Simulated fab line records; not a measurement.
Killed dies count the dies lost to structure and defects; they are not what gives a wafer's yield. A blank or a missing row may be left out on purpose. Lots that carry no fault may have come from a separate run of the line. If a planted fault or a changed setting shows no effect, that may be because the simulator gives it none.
Comparing a struck lot with a sound one ; flow n5Finfet ; 39 steps out of a route of 1938
Sound: the wafers L719.2, L719.4, L719.6. Struck: wafer L723.6 (left out: L723.2, L723.5 of the same lot, which were not struck); the cause appears at the end.
At each step with rows: each side's tool, then ch and its chambers, then its first start. Under that, the readings that differ: sound wafers ; struck wafers ; difference of the means ; sigmas: that difference in standard deviations of wafers without a fault.
alike: same words and numbers on both sides, and readings whose means sit less than 2 such deviations apart. not compared: any withheld reading, any reading some wafer has no value for, any bound like >300 that may hide the same value, and any number with overlapping values for which the record gives no deviation.
The two part at a step that has a row with sigmas, a row that says differs or no value, or rows on one side only. When numbers do not overlap yet have no deviation, they are printed without sigmas and do not part them. A reading missing from all wafers of one side parts the sides only when that side holds two or more wafers.

first, 9 steps without rows for these wafers: N5_MOL_CONTACT_COAG_CVD_140 (deposits W, target thk 66.5 nm, time 215 s); N5_MOL_CONTACT_COAG_PRECLEAN_127 (cleans in DIW, time 57.5 s); N5_MOL_CONTACT_COAG_SRD_128 (dry time 32 s); N5_MOL_CONTACT_COAG_CMP_52 (polishes, stops on SiO2, t overpolish 1.5 s, target thk 66.5 nm); N5_MOL_CONTACT_COAG_ANNEAL_112 (time 1800 s); N5_BEOL_M0_SAQP_PECVD_00 (deposits SiCN from 3MS/NH3, target thk 8 nm, time 14 s); N5_BEOL_M0_SAQP_ILD_DEP_01 (deposits SiOC from DEMS/O2, target thk 45.419 nm, time 8.7 s); N5_BEOL_M0_SAQP_HM_DEP_02 (deposits TiN, target thk 12 nm); N5_BEOL_M0_SAQP_PECVD_03 (deposits SiCN from 3MS/NH3, target thk 12 nm, time 21.1 s).
N5_BEOL_M0_SAQP_PECVD_96: deposits a-Si from SiH4/He, target thk 45 nm, time 45.2 s.
  sound on pecvd-02 ch 0,2, day 6 12:38; struck on pecvd-02 ch 2, day 7 09:06
reading;sound;struck;difference;sigmas
runLengthS (s);81.1 80.8 80.7;91.2;+10.3;+24
model.a-Si_of_BEOL_M0_SAQP_PECVD_96.thkNm (nm);44.6 45.2 45.2;56;+11;
  alike: chamberPressureTorr, heaterPowerW, rfFwdPowerW, showerheadPlenumPTorr, showerheadVppV, throttleValvePct
then, 25 steps without rows for these wafers: N5_BEOL_M0_SAQP_PECVD_97 (deposits SiNx from SiH4/NH3/N2, target thk 23 nm, time 19.9 s); N5_BEOL_M0_SAQP_PECVD_04 (deposits a-Si from SiH4/He, target thk 60 nm, time 60.2 s); N5_BEOL_M0_SAQP_HM_DEP_111 (deposits SiO2 from SiH4/N2O, target thk 12 nm, time 7.2 s); N5_BEOL_M0_SAQP_COAT_81 (time 60 s, resist thk 100 nm); N5_BEOL_M0_SAQP_COAT_82 (time 60 s, resist thk 30 nm); N5_BEOL_M0_SAQP_COAT_08 (resist thk 90 nm); N5_BEOL_M0_SAQP_EBR_10; N5_BEOL_M0_SAQP_SOFTBAKE_09 (time 60 s); N5_BEOL_M0_SAQP_EXPOSE_11 (exposes mask M0 CORE, target cd 42 nm); N5_BEOL_M0_SAQP_PEB_12 (peb time 60 s); N5_BEOL_M0_SAQP_DEVELOP_13 (develop time 30 s); N5_BEOL_M0_SAQP_DESCUM_19 (chemistry O2, time 7.9 s); N5_BEOL_M0_SAQP_ETCH_83 (etches SiARC in CF4, target depth 39 nm, time 65 s); N5_BEOL_M0_SAQP_ETCH_84 (etches SOC in N2/H2, target depth 100 nm, overetch 20 nm, time 150 s); N5_BEOL_M0_SAQP_STRIP_80 (strips in N2/H2); N5_BEOL_M0_SAQP_HM_OPEN_112 (chemistry CHF3/O2, target SiO2, stops on a-Si, target depth 12 nm, time 13.5 s); N5_BEOL_M0_SAQP_STRIP_113 (strips in CHF3/O2); N5_BEOL_M0_SAQP_MANDREL_ETCH_20 (etches a-Si in HBr/Cl2, stops on SiNx, target depth 60 nm, bt time 10 s, time 30 s); N5_BEOL_M0_SAQP_STRIP_86 (strips in N2/H2); N5_BEOL_M0_SAQP_STRIP_115 (strips in post etch residue remover, time 60 s); N5_BEOL_M0_SAQP_SRD_93 (time 30 s); N5_BEOL_M0_SAQP_RECESS_114 (chemistry HF/NH3, target SiO2, target depth 14.4 nm, afs cycles 3, sublimation time 60 s); N5_BEOL_M0_SAQP_SPACER1_ALD_98 (deposits SiO2, target thk 12.8 nm, pulse time 1 s, purge time 2 s); N5_BEOL_M0_SAQP_SPACER1_ETCHBACK_99 (etches SiO2 in CHF3/O2, target depth 15.4 nm, time 7.7 s); N5_BEOL_M0_SAQP_MANDREL1_REMOVE_100 (chemistry HBr/Cl2/O2, target a-Si, stops on SiNx, bt time 10 s).
N5_BEOL_M0_SAQP_MANDREL_ETCH_103: etches a-Si in HBr/Cl2, stops on SiCN, target depth 45 nm, bt time 10 s, time 27 s.
  sound on rieSi-04 ch 0,1,2, day 6 15:00; struck on rieSi-05 ch 2, day 7 11:32
reading;sound;struck;difference;sigmas
oesProductAu (a.u.);0.688 0.688 0.703;0.793;+0.100;+8
model.etch.depthNm (nm);44.55 45.23 45.22;55.95;+10.95;
  alike: HBr_flow_sccm, drypumpMotorCurrentA, rfFwdPowerW, throttleValvePct
  not compared: rfHoursCounterH
N5_BEOL_M0_SAQP_SPACER2_ETCHBACK_27: etches SiO2 in CHF3/O2, target depth 22.5 nm, time 11.25 s.
  sound on rieDiel-04 ch 0,1,2, day 6 16:30; struck on rieDiel-03 ch 1, day 7 13:02
reading;sound;struck;difference;sigmas
model.a-Si_of_BEOL_M0_SAQP_PECVD_96.thkNm (nm);42.4 43 43;53.8;+11.0;
  alike: CHF3_flow_sccm, drypumpMotorCurrentA, mfcArSccm, oes_o_777_au, oesProductAu, rfFwdPowerW, rfVppV, showerheadPlenumPTorr, throttleValvePct
  not compared: rfHoursCounterH
-- here the record skips 3 days between the struck wafers' starts before and after, leaving off in module BEOL_M0_SAQP and picking up in module BEOL_M4 (first step shown: number 1111 of the route) --
N5_BEOL_M4_RC_MEAS_101:
  sound on prober-01 ch 0, day 8 19:42; struck on prober-01 ch 0, day 10 11:29
  alike: DIBL_N, DIBL_P, IOFF_N, IOFF_P, ION_N, ION_P, SS_N, SS_P, VT_N, VT_P
next, for these wafers, 1 step has no rows: N5_PASSIVATION_PROBE_49.

WHERE THEY PART
Earliest at N5_BEOL_M0_SAQP_PECVD_96; latest, in this record, at N5_BEOL_M0_SAQP_MANDREL_ETCH_103. Later steps at which nothing parts them and some readings are alike: N5_BEOL_M0_SAQP_SPACER2_ETCHBACK_27, N5_BEOL_M4_RC_MEAS_101.

WHY: what the simulator had put in
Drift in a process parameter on pecvd-02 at N5_BEOL_M0_SAQP_PECVD_96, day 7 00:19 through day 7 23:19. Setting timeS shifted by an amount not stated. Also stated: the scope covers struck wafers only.
